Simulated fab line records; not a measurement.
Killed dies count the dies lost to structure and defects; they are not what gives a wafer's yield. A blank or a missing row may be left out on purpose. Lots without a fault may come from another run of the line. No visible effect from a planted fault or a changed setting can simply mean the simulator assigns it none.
A lot that was struck, set against a sound lot | flow n5Finfet | 39 out of 1938 route steps
Sound: wafers L483.1, L483.5, L483.6. Struck: wafer L494.1. (L494.2, L494.4 of the same lot were not struck and are left out.) The cause comes at the end.
At each step with rows: each side's tool, then ch and its chambers, then its first start. Under that, the readings that differ: sound wafers | struck wafers | difference of the means | sigmas: that difference in standard deviations of wafers without a fault.
alike: readings with means less than 2 such deviations apart, plus words and numbers identical on both sides. not compared: withheld readings, readings lacking a value on some wafer, bounds such as >300 that could conceal the same value, and numbers that have no deviation in the record and whose values overlap.
The two part at a step that has a row with sigmas, a row that says differs or no value, or rows on one side only. Numbers that have no deviation but don't overlap get no sigmas and don't part them. A reading missing from all wafers of one side parts the sides only when that side holds two or more wafers.

first, 9 steps without rows for these wafers: N5_MOL_CONTACT_COAG_SPUTTER_130 (material Co, target thk 47.5 nm); N5_MOL_CONTACT_COAG_PRECLEAN_125 (cleans in DIW, time 57.5 s); N5_MOL_CONTACT_COAG_SRD_126 (dry time 32 s); N5_MOL_CONTACT_COAG_CMP_23 (polishes, stops on SiO2, t overpolish 1.5 s, target thk 0 nm); N5_MOL_CONTACT_COAG_WET_ETCH_26 (target Co, target depth 13 nm); N5_MOL_CONTACT_COAG_WET_ETCH_116 (etches the open film in SC1-inhibited, target depth 4.6 nm, rinse time 30 s); N5_MOL_CONTACT_COAG_ALD_27 (deposits SiOC, target thk 17 nm, pulse time 1.5 s, time 2720 s); N5_MOL_CONTACT_COAG_CMP_28 (polishes, stops on SiNx, t overpolish 0.85 s, target thk 14.522 nm); N5_MOL_CONTACT_COAG_ALD_123 (deposits SiNx, target thk 5 nm, pulse time 1 s, purge time 2 s).
N5_MOL_CONTACT_COAG_PECVD_31: deposits SiO2 from TEOS/O2, target thk 46 nm, time 8.9 s.
  sound on pecvd-02 ch 0,1, day 5 17:37; struck on pecvd-02 ch 0, day 8 20:52
reading                                            | sound        | struck | difference | sigmas
model.SiO2_of_MOL_CONTACT_COAG_PECVD_31.thkNm (nm) | 45.6 46 45.8 | 54.6   | +8.8       | 
  alike: chamberPressureTorr
  not compared: sinceWetCleanH
then, 19 steps without rows for these wafers: N5_MOL_CONTACT_COAG_COAT_75 (time 60 s, resist thk 60 nm); N5_MOL_CONTACT_COAG_COAT_76 (time 60 s, resist thk 10 nm); N5_MOL_CONTACT_COAG_COAT_77 (time 60 s, resist thk 10 nm); N5_MOL_CONTACT_COAG_COAT_78 (resist thk 40 nm); N5_MOL_CONTACT_COAG_EBR_80; N5_MOL_CONTACT_COAG_SOFTBAKE_79 (time 60 s); N5_MOL_CONTACT_COAG_EXPOSE_81 (exposes mask VG, defocus 0 nm); N5_MOL_CONTACT_COAG_PEB_82 (peb time 60 s); N5_MOL_CONTACT_COAG_DEVELOP_83 (develop time 30 s); N5_MOL_CONTACT_COAG_DESCUM_88 (chemistry O2, time 7 s); N5_MOL_CONTACT_COAG_ETCH_89 (etches underlayer in N2/H2, target depth 13 nm, time 10.4 s); N5_MOL_CONTACT_COAG_ETCH_90 (etches SiARC in CF4, target depth 13 nm, time 21.7 s); N5_MOL_CONTACT_COAG_ALD_131 (deposits SiO2, target thk 5 nm, pulse time 1 s, co reactant pulse time 1 s); N5_MOL_CONTACT_COAG_ETCHBACK_132 (etches SiO2 in CHF3, target depth 10 nm, time 6.7 s); N5_MOL_CONTACT_COAG_ETCH_91 (etches SOC in N2/H2, target depth 60 nm, overetch 21 nm, time 101.2 s); N5_MOL_CONTACT_COAG_STRIP_92 (strips in N2/H2); N5_MOL_CONTACT_COAG_STRIP_93 (strips in N2/H2); N5_MOL_CONTACT_COAG_ETCHBACK_135 (etches SiO2 in CHF3, target depth 25 nm, time 16.7 s); N5_MOL_CONTACT_COAG_STRIP_118 (strips in CHF3).
N5_MOL_CONTACT_COAG_VIA_ETCH_46: etches SiO2 in C4F6/O2, target depth 46 nm, overetch 9.2 nm, time 40 s.
  sound on rieDiel-03 ch 0,1,3, day 5 18:45; struck on rieDiel-03 ch 2, day 8 21:56
reading                 | sound             | struck | difference | sigmas
model.etch.depthNm (nm) | 45.64 46.09 45.87 | 54.61  | +8.74      | 
  alike: drypumpMotorCurrentA, oesProductAu, rfVppV, showerheadPlenumPTorr, throttleValvePct
  not compared: rfHoursCounterH
then, 5 steps without rows for these wafers: N5_MOL_CONTACT_COAG_STRIP_96 (strips in N2/H2); N5_MOL_CONTACT_COAG_ETCH_47 (etches SiNx in CH3F/O2, stops on W, target depth 27 nm); N5_MOL_CONTACT_COAG_STRIP_119 (strips in N2/H2, time 30 s); N5_MOL_CONTACT_COAG_PRECLEAN_144 (cleans in alkaline clean, time 60 s); N5_MOL_CONTACT_COAG_SRD_145 (time 30 s).
N5_MOL_CONTACT_COAG_CMP_52: polishes, stops on SiO2, t overpolish 1.5 s, target thk 66.5 nm.
  sound on cmp-04 ch 0,3, day 5 20:53; struck on cmp-02 ch 1, day 9 00:14
reading                                            | sound        | struck | difference | sigmas
model.SiO2_of_MOL_CONTACT_COAG_PECVD_31.thkNm (nm) | 43.6 44 43.8 | 52.6   | +8.8       | 
  alike: motorCurrentA
N5_MOL_CONTACT_COAG_THK_MEAS_53:
  sound on filmMetro-01 at day 5 21:10; struck on filmMetro-02 at day 9 00:31
reading          | sound          | struck | difference | sigmas
VIA_MOL_THK (nm) | 43.5 44.0 43.8 | 52.5   | +8.7       | +13
-- the record jumps here: 5 days lie between the struck wafers' starts before and after (it left off in module MOL_CONTACT_COAG and takes up again in module BEOL_M4, whose first step shown is number 1111 of the route) --
N5_BEOL_M4_RC_MEAS_101:
  sound on prober-01 ch 0, day 9 15:49; struck on prober-02 ch 0, day 13 14:07
reading       | sound       | struck | difference | sigmas
ION_P (uA/um) | 464 461 468 | 448    | -16        | -2
  alike: DIBL_N, DIBL_P, IOFF_N, IOFF_P, ION_N, SS_N, SS_P, VT_N, VT_P
-- record jumps: 5 days separate the struck wafers' starts on either side; left off in module BEOL_M4, taken up again in module PASSIVATION, whose first shown step is the route's number 1936 --
N5_PASSIVATION_PROBE_49:
  the record has rows for the struck wafers here (prober-02, day 18 10:40) and none for the sound ones

## WHERE THEY PART
First at N5_MOL_CONTACT_COAG_THK_MEAS_53; last, within this record, at N5_PASSIVATION_PROBE_49.

WHY: whatever the simulator had introduced
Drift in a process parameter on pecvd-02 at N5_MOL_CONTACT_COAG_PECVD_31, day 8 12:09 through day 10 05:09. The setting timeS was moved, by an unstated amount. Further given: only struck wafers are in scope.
